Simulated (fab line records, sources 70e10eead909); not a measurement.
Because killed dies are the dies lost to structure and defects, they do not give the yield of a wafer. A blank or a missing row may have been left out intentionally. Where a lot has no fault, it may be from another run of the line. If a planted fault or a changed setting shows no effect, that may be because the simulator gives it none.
Matching of chambers :: flow nand harc :: 4 sister chambers for NHARC_A_STAIRCASE_TRIM_229 on rie diel-01
The step chemistry O2, time 211.2 s. 8 wafers are shown with their chamber, then 9 later ones without.

WAFERS WITH THEIR CHAMBER
wafer: L076.5
chamber: 0
showerhead plenum p Torr (Torr): 3.79
drypump motor current A (A): 6.0

wafer: L077.2
chamber: 0
showerhead plenum p Torr (Torr): 3.78
drypump motor current A (A): 6.0

wafer: L085.1
chamber: 2
showerhead plenum p Torr (Torr): 3.49
drypump motor current A (A): 5.6

wafer: L085.3
chamber: 1
showerhead plenum p Torr (Torr): 3.54
drypump motor current A (A): 5.7

wafer: L085.4
chamber: 3
showerhead plenum p Torr (Torr): 3.60
drypump motor current A (A): 5.1

wafer: L090.2
chamber: 1
showerhead plenum p Torr (Torr): 3.53
drypump motor current A (A): 5.7

wafer: L090.3
chamber: 3
showerhead plenum p Torr (Torr): 3.60
drypump motor current A (A): 5.0

wafer: L090.6
chamber: 2
showerhead plenum p Torr (Torr): 3.48
drypump motor current A (A): 5.6

WAFERS WHOSE CHAMBER IS MISSING
wafer: L092.2
showerhead plenum p Torr (Torr): 3.48
drypump motor current A (A): 5.5

wafer: L092.4
showerhead plenum p Torr (Torr): 3.77
drypump motor current A (A): 6.0

wafer: L092.5
showerhead plenum p Torr (Torr): 3.53
drypump motor current A (A): 5.7

wafer: L095.1
showerhead plenum p Torr (Torr): 3.77
drypump motor current A (A): 6.0

wafer: L095.4
showerhead plenum p Torr (Torr): 3.48
drypump motor current A (A): 5.6

wafer: L095.6
showerhead plenum p Torr (Torr): 3.53
drypump motor current A (A): 5.6

wafer: L097.1
showerhead plenum p Torr (Torr): 3.47
drypump motor current A (A): 5.6

wafer: L097.4
showerhead plenum p Torr (Torr): 3.59
drypump motor current A (A): 5.0

wafer: L097.6
showerhead plenum p Torr (Torr): 3.47
drypump motor current A (A): 5.6

CHAMBER TAKEN BY EACH
wafer: L092.2
from the rows above: 2
in truth: 2

wafer: L092.4
from the rows above: 0
in truth: 0

wafer: L092.5
from the rows above: 1
in truth: 1

wafer: L095.1
from the rows above: 0
in truth: 0

wafer: L095.4
from the rows above: 2
in truth: 2

wafer: L095.6
from the rows above: 1
in truth: 1

wafer: L097.1
from the rows above: 2
in truth: 2

wafer: L097.4
from the rows above: 3
in truth: 3

wafer: L097.6
from the rows above: 2
in truth: 2
Correct placement for 9 of the 9. From these rows, 0 cannot be placed. Placed wrongly: 0.
How it was worked out, from the rows above alone: a wafer's distance from a chamber is the root of the sum, over the readings, of the square of ((its reading less the chamber's mean) divided by the reading's scatter). The wafer belongs to the nearest chamber; if the next one is less than 2 further off, it can't be placed. The mean given for a chamber averages the wafers shown for that chamber. The scatter is the square root of a quotient: the sum, over the shown wafers, of each reading's squared deviation from its chamber's mean, divided by wafers minus chambers.
